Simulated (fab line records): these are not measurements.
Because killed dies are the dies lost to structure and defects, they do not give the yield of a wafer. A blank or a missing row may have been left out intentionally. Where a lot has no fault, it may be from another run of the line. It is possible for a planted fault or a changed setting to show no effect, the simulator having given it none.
Lot-split experiment -- flow n5_finfet -- on a route of 1938 steps: 7 lots, 21 wafers read

ABOUT THE SPLIT
At N5_BEOL_M6_COAT_22 (resist thk 30 nm), the setting spin_rpm was moved away from the recipe's 1500 rpm on 5 of the 21 wafers read, by -8.1% to +9.3%. The other wafers ran this setting at the recipe's value.

FROM THE SPLIT TO THE READING: what the file shows between them, 4 steps
- N5_BEOL_M6_EBR_24
- N5_BEOL_M6_SOFTBAKE_23: time 60 s
- N5_BEOL_M6_EXPOSE_25: exposes mask V5, target cd 40 nm
- N5_BEOL_M6_PEB_26: peb time 60 s

THE READING
CAR-EUV_of_BEOL_M6_COAT_22.thk_nm (the simulator's own value, which no gauge read), in nm, at N5_BEOL_M6_DEVELOP_27 (develop time 30 s). The file gives no usual value for it. The 16 wafers here that ran the recipe average 29.5 nm, standard deviation 0.12 nm.

wafer,"tool, chamber at the split","spin_rpm as run, rpm",against the recipe,"CAR-EUV_of_BEOL_M6_COAT_22.thk_nm, nm",against lot-mates on the recipe
L079.3,"litho_track-01, 0",1500,recipe,29.2,-
L079.5,"litho_track-01, 0",1500,recipe,29.4,-
L079.6,"litho_track-01, 0",1500,recipe,29.4,-
L080.1,"litho_track-01, 0",1500,recipe,29.6,-
L080.5,"litho_track-01, 0",1500,recipe,29.6,-
L080.6,"litho_track-01, 0",1500,recipe,29.6,-
L087.1,"litho_track-01, 0",1500,recipe,29.6,-
L087.4,"litho_track-01, 0",1500,recipe,29.6,-
L087.5,"litho_track-01, 0",1500,recipe,29.6,-
L086.1,"litho_track-04, 0",1378,-8.1%,30.8,+1.3
L086.2,"litho_track-04, 0",1500,recipe,29.6,-
L086.3,"litho_track-04, 0",1500,recipe,29.4,-
L088.1,"litho_track-02, 0",1500,recipe,29.4,-
L088.3,"litho_track-02, 0",1380,-8.0%,30.8,+1.4
L088.6,"litho_track-02, 0",1380,-8.0%,30.8,+1.4
L089.2,"litho_track-02, 0",1639,+9.3%,28.2,-1.4
L089.6,"litho_track-02, 0",1639,+9.3%,28.2,-1.4
L089.4,"litho_track-02, 0",1500,recipe,29.6,-
L093.4,"litho_track-02, 0",1500,recipe,29.6,-
L093.5,"litho_track-02, 0",1500,recipe,29.4,-
L093.6,"litho_track-02, 0",1500,recipe,29.4,-

FIT RESULTS
A straight line over all 21 wafers: CAR-EUV_of_BEOL_M6_COAT_22.thk_nm changes by -0.151 nm for each +1% of spin_rpm; r = -0.98; the points scatter about the line by 0.12 nm.
The same after taking each lot's own level away (the mean of its wafers on the recipe; 21 wafers): -0.161 nm for each +1%; r = -0.99; scatter 0.075 nm.
According to that fit, moving spin_rpm by its largest amount changes the reading by 1.5 nm.
Across the lots, their own levels run from 29.33 to 29.60 nm, a range of 2.2 times the standard deviation given above.
Consequently the slope shifts little with the lot-to-lot level, the two slopes agreeing.
Check: with one of the wafers moved furthest among these (+9.3%) left out of the fit, the line predicts -1.5 nm for it against its lot-mates. Against them it came out at -1.4 nm.

THE WHOLE CHAIN: every reading that the file lists as answering this split, in the file's order
step,what it does,reading,change (the file's fit),r (the file's)
N5_BEOL_M6_COAT_22,resist thk 30 nm,"CAR-EUV_of_BEOL_M6_COAT_22.thk_nm (the simulator's own value, which no gauge read)",-0.153 nm for each +1% of the setting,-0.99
N5_BEOL_M6_DEVELOP_27,develop time 30 s,"CAR-EUV_of_BEOL_M6_COAT_22.thk_nm (the simulator's own value, which no gauge read)",-0.161 nm for each +1% of the setting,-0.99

THE FILE'S OWN FIT
CAR-EUV_of_BEOL_M6_COAT_22.thk_nm changes by -0.161 nm for each +1% of spin_rpm, r = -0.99.
